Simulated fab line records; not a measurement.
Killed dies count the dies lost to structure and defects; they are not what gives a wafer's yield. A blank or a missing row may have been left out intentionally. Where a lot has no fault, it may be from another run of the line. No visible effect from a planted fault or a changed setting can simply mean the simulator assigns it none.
Check of tool commonality / flow nand-harc / 2 lots, 6 wafers sampled

## THE REASON FOR OPENING IT
Flagged at NHARC_END_SORT_01: reading killed-at-periphery, on 2 of 2 lots. Fault-free wafers read 2.9, with a standard deviation of 2.
Rule: a lot gets a flag if all its wafers with a number sit over 4 standard deviations from that mean, or if no wafer of it has a number. The other lots count as sound.

lot=L671; measured=day 20 02:53; on=prober-02; killed-at-periphery, wafer by wafer=662 644 654; flag=FLAGGED
lot=L670; measured=day 20 09:52; on=prober-01; killed-at-periphery, wafer by wafer=657 655 657; flag=FLAGGED
On average the flagged lots read 654.8, which is +651.9 against the usual, or +99 or more standard deviations.

## LOT BY LOT: THE TOOL USED
The record holds 3 process steps before the reading, out of a route of 1159 steps. Each cell gives the tool, then ch followed by the chambers the sampled wafers passed through, then the start.
lot=L671; flag=FLAGGED; NHARC_P_STI_HDPCVD_20=hdpcvd-01 ch 1, day 4 01:02; NHARC_THIN_TSV_ANNEAL_52=no row; NHARC_THIN_TSV_CMP_21=no row
lot=L670; flag=FLAGGED; NHARC_P_STI_HDPCVD_20=hdpcvd-01 ch 0,1, day 4 01:31; NHARC_THIN_TSV_ANNEAL_52=no row; NHARC_THIN_TSV_CMP_21=no row
What the steps here do:
- NHARC_P_STI_HDPCVD_20: deposits SiO2.
- NHARC_THIN_TSV_ANNEAL_52: time 90 s.
- NHARC_THIN_TSV_CMP_21: polishes, t overpolish 30 s, target thk 2000 nm.
- NHARC_END_SORT_01

## FLAGGED AGAINST TOTAL, ONE TOOL AT A TIME (gauges that did the reading follow at the end)
step=NHARC_P_STI_HDPCVD_20; tool=hdpcvd-01; lots run=2; flagged=2; share of the flagged lots=all; sound lots run after its first flagged lot=0
step=NHARC_END_SORT_01; tool=prober-01; lots run=1; flagged=1; share of the flagged lots=some; sound lots run after its first flagged lot=0
step=NHARC_END_SORT_01; tool=prober-02; lots run=1; flagged=1; share of the flagged lots=some; sound lots run after its first flagged lot=0

## WHAT IS ALLOWED BY THE TABLE
Rows of the table that ran each flagged lot: 1, that is hdpcvd-01 at NHARC_P_STI_HDPCVD_20.
- hdpcvd-01 at NHARC_P_STI_HDPCVD_20: 2 of its 2 lots flagged. In this sample it ran no sound lot ahead of its first flagged lot, so there is no way to narrow down the start.
What remains is a single tool, hdpcvd-01 at NHARC_P_STI_HDPCVD_20.

## WHAT THE SIMULATOR PUT IN
Entire step skipped (hdpcvd-01, NHARC_P_STI_HDPCVD_20), from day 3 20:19 onward. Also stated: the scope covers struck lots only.
Struck lots among those shown: L671, L670. The rule above found the same.
